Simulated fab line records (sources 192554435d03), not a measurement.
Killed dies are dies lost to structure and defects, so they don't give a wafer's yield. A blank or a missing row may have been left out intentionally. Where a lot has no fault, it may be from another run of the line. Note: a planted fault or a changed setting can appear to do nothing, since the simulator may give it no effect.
Which tool was responsible?	flow n5 finfet	24 lots with 72 wafers sampled at 4 steps, on a route of 1938 steps

== WHAT THE GAUGES READ, wafer by wafer ==
N5_HKMG_FIN_OVL_MEAS_50. Usual: NDIPOLE_OVL -0.1 nm, standard deviation 0.67.
lot	measured	on	NDIPOLE_OVL (nm)	flag
L074	day 4 02:05	overlay-01	0.8 0.0 -0.8	
L075	day 4 08:37	overlay-02	-0.8 -0.2 -0.7	
L076	day 4 12:43	overlay-02	-0.5 0.4 -0.2	
L077	day 4 19:37	overlay-01	-0.1 -1.1 -0.6	
L078	day 5 03:44	overlay-01	0.5 -0.4 1.1	
L079	day 5 17:13	overlay-01	-0.4 -0.1 -0.7	
L080	day 5 18:36	overlay-01	0.1 1.1 0.6	
L081	day 6 00:13	overlay-01	1.1 0.7 0.3	
L082	day 6 01:02	overlay-01	-0.1 0.1 -0.5	
L083	day 6 07:52	overlay-02	0.1 0.4 -0.6	
L084	day 6 11:35	overlay-01	-0.1 0.6 -0.4	
L085	day 6 19:04	overlay-02	0.7 0.6 0.8	
L086	day 7 01:13	overlay-01	-1.7 -1.2 -2.4	
L087	day 7 05:00	overlay-02	-0.1 -0.9 0.4	
L088	day 7 14:13	overlay-01	-0.5 0.6 0.2	
L089	day 8 00:22	overlay-02	-0.9 -0.1 -0.6	
L090	day 8 08:20	overlay-01	-0.8 -0.5 -0.4	
L092	day 8 12:04	overlay-02	0.1 0.9 -0.8	
L091	day 8 12:22	overlay-02	0.4 0.5 0.2	
L093	day 8 18:47	overlay-02	-0.2 -0.9 0.2	
L094	day 9 04:41	overlay-02	-0.7 0.1 -0.8	
L095	day 9 14:37	overlay-01	-0.3 -0.5 0.0	
L097	day 10 02:04	overlay-01	-0.6 -2.2 -1.4	
L096	day 10 05:16	overlay-01	0.7 0.3 -0.1	

N5_HKMG_FIN_OVL_MEAS_13. Usual: NWFM_OVL 0.1 nm, standard deviation 0.82.
lot	measured	on	NWFM_OVL (nm)	flag
L074	day 4 05:31	overlay-01	0.0 0.3 0.3	
L075	day 4 11:52	overlay-01	-2.4 -0.7 -1.7	
L076	day 4 16:14	overlay-02	0.0 -0.3 0.5	
L077	day 4 22:58	overlay-02	-0.4 0.9 0.6	
L078	day 5 07:11	overlay-02	0.8 0.8 -0.8	
L079	day 5 20:38	overlay-01	-0.4 -0.6 -1.1	
L080	day 5 22:32	overlay-01	0.5 -0.3 -0.2	
L081	day 6 04:02	overlay-01	0.4 -0.2 -1.0	
L082	day 6 04:48	overlay-02	-0.4 -0.7 -1.2	
L083	day 6 11:29	overlay-02	0.8 1.2 -0.1	
L084	day 6 14:57	overlay-02	0.1 1.6 -0.1	
L085	day 6 22:40	overlay-01	1.0 0.6 0.3	
L086	day 7 05:03	overlay-01	-0.4 0.4 -0.4	
L087	day 7 08:22	overlay-02	-1.3 1.5 -0.3	
L088	day 7 17:52	overlay-01	0.8 0.7 -0.9	
L089	day 8 03:44	overlay-02	0.1 -1.3 -1.5	
L090	day 8 11:42	overlay-02	1.0 1.7 1.4	
L092	day 8 15:43	overlay-02	-1.6 0.3 -1.5	
L091	day 8 15:57	overlay-02	0.8 0.6 -0.4	
L093	day 8 22:39	overlay-02	0.4 0.5 0.4	
L094	day 9 08:06	overlay-02	0.0 -1.4 0.6	
L095	day 9 18:23	overlay-02	0.5 -0.4 1.6	
L097	day 10 05:29	overlay-01	1.0 0.7 1.6	
L096	day 10 08:32	overlay-01	0.7 0.1 -0.6	

== TOOL THAT RAN EACH LOT (tool first, then ch and the chambers of the sampled wafers, then the start) ==
lot	N5_SDB_CMP_30	N5_HKMG_FIN_PWFM_ALD_03
L074	cmp-01 ch 2,3, day 4 00:10	ald metal-04 ch 0,1,3, day 4 04:37
L075	cmp-01 ch 2,3, day 4 06:35	ald metal-02 ch 0,2, day 4 11:07
L076	cmp-01 ch 0,1,3, day 4 10:50	ald metal-02 ch 0,2, day 4 15:22
L077	cmp-01 ch 0,1,3, day 4 17:42	ald metal-03 ch 1,2,3, day 4 22:14
L078	cmp-01 ch 0,1,3, day 5 02:05	ald metal-02 ch 0,1, day 5 06:27
L079	cmp-04 ch 0,1,2, day 5 15:07	ald metal-02 ch 2,3, day 5 19:53
L080	cmp-01 ch 0,2,3, day 5 16:50	ald metal-02 ch 0,1, day 5 21:40
L081	cmp-03 ch 0,2,3, day 5 22:14	ald metal-03 ch 0,2,3, day 6 03:10
L082	cmp-04 ch 1,2, day 5 23:12	ald metal-04 ch 0,1,2, day 6 04:04
L083	cmp-03 ch 0,2,3, day 6 05:49	ald metal-04 ch 0,2,3, day 6 10:35
L084	cmp-01 ch 0,1,3, day 6 09:38	ald metal-03 ch 1,3, day 6 14:13
L085	cmp-01 ch 1,3, day 6 17:13	ald metal-02 ch 0,2, day 6 21:48
L086	cmp-03 ch 0,2,3, day 6 23:27	ald metal-03 ch 0,1,3, day 7 04:11
L087	cmp-04 ch 0,2, day 7 03:07	ald metal-03 ch 1,3, day 7 07:30
L088	cmp-03 ch 1,2, day 7 12:26	ald metal-04 ch 2,3, day 7 17:05
L089	cmp-03 ch 2,3, day 7 22:29	ald metal-04 ch 0,1,2, day 8 02:53
L090	cmp-01 ch 1,2, day 8 06:27	ald metal-04 ch 0,1,2, day 8 10:50
L092	cmp-01 ch 1,2,3, day 8 10:07	ald metal-02 ch 1,2,3, day 8 14:51
L091	cmp-03 ch 0,1,3, day 8 10:37	ald metal-03 ch 0,2,3, day 8 15:05
L093	cmp-01 ch 1,2,3, day 8 16:53	ald metal-03 ch 1,2,3, day 8 21:47
L094	cmp-03 ch 0,1,3, day 9 02:52	ald metal-02 ch 1,2, day 9 07:14
L095	cmp-04 ch 0,1,2, day 9 12:39	ald metal-03 ch 0,2,3, day 9 17:31
L097	cmp-04 ch 0,3, day 10 00:09	ald metal-02 ch 0,2, day 10 04:37
L096	cmp-01 ch 0,1,2, day 10 03:33	ald metal-02 ch 0,2, day 10 07:47
- N5_SDB_CMP_30: polishes, stops on poly-Si, t overpolish 1.54 s, target thk 30 nm.
- N5_HKMG_FIN_PWFM_ALD_03: deposits TiN, target thk 2 nm, pulse time 1 s, purge time 3 s.

== WHAT THE TOOLS THEMSELVES READ (means of the sampled wafers that have a number; where no wafer has one, the mark that the record gives instead) ==
N5_SDB_CMP_30. Usual: motor current A 13.1 A, standard deviation 2; overpolish run s 1.541 s, standard deviation 0.009; slurry filter dp kPa 13.48 kPa, standard deviation 0.14; time to endpoint s 17.3 s, standard deviation 2.5.
lot	tool	motor current A (A)	overpolish run s (s)	slurry filter dp kPa (kPa)	time to endpoint s (s)	flag
L074	cmp-01	14.1	1.539	13.42	19.5	
L075	cmp-01	15.3	1.545	13.44	16.6	
L076	cmp-01	13.5	1.544	13.54	18.6	
L077	cmp-01	13.9	1.527	13.48	18.4	
L078	cmp-01	13.8	1.536	13.50	18.0	
L079	cmp-04	10.8	1.535	13.47	18.2	
L080	cmp-01	14.2	1.544	13.34	15.7	
L081	cmp-03	11.4	1.537	13.50	13.0	
L082	cmp-04	10.9	1.546	13.55	22.3	
L083	cmp-03	11.2	1.534	13.63	16.8	
L084	cmp-01	14.0	1.536	13.58	17.7	
L085	cmp-01	14.5	1.534	13.54	18.3	
L086	cmp-03	11.1	1.539	13.61	16.5	
L087	cmp-04	10.8	1.546	13.52	18.4	
L088	cmp-03	11.6	1.544	13.49	18.8	
L089	cmp-03	11.6	1.548	13.42	15.4	
L090	cmp-01	15.8	1.546	13.65	17.3	
L092	cmp-01	14.9	1.544	13.58	17.7	
L091	cmp-03	12.7	1.545	13.39	15.1	
L093	cmp-01	15.1	1.539	13.47	16.5	
L094	cmp-03	12.5	1.540	13.47	14.7	
L095	cmp-04	11.1	1.545	13.50	20.3	
L097	cmp-04	12.2	1.548	13.35	18.9	
L096	cmp-01	14.7	1.540	13.40	17.6	

N5_HKMG_FIN_PWFM_ALD_03. Usual: heater power w 883 W, standard deviation 79; precursor pulse height rel 1.002, standard deviation 0.02.
lot	tool	heater power w (W)	precursor pulse height rel	flag
L074	ald metal-04	889	0.984	
L075	ald metal-02	854	1.019	
L076	ald metal-02	858	0.997	
L077	ald metal-03	951	0.996	
L078	ald metal-02	912	0.994	
L079	ald metal-02	877	1.023	
L080	ald metal-02	868	0.981	
L081	ald metal-03	855	1.028	
L082	ald metal-04	856	1.003	
L083	ald metal-04	890	0.997	
L084	ald metal-03	1013	1.018	
L085	ald metal-02	848	1.013	
L086	ald metal-03	915	0.994	
L087	ald metal-03	1007	1.010	
L088	ald metal-04	873	1.012	
L089	ald metal-04	855	0.999	
L090	ald metal-04	860	0.998	
L092	ald metal-02	910	1.000	
L091	ald metal-03	835	1.007	
L093	ald metal-03	929	0.987	
L094	ald metal-02	899	1.012	
L095	ald metal-03	840	0.981	
L097	ald metal-02	832	0.992	
L096	ald metal-02	845	1.021	

== THE ANSWER, worked out from the rows above alone ==
Rule: a lot counts as off when the mean over its wafers that have a number is more than 3 standard deviations away from the usual mean. Also off: a lot with no number at a reading for which 4 or more lots have one. Where the step has rows for the other lots, those lots are counted as sound. The gauges are gone through in route order, then the tools' own readings, and for those a lot's mean is taken as printed above. At the first step where some lot is off, the reading lying furthest off is the one used; lots without a number count as furthest.
No lot is off at any reading shown: from this, nothing can be told.

== WHAT THE SIMULATOR PUT IN ==
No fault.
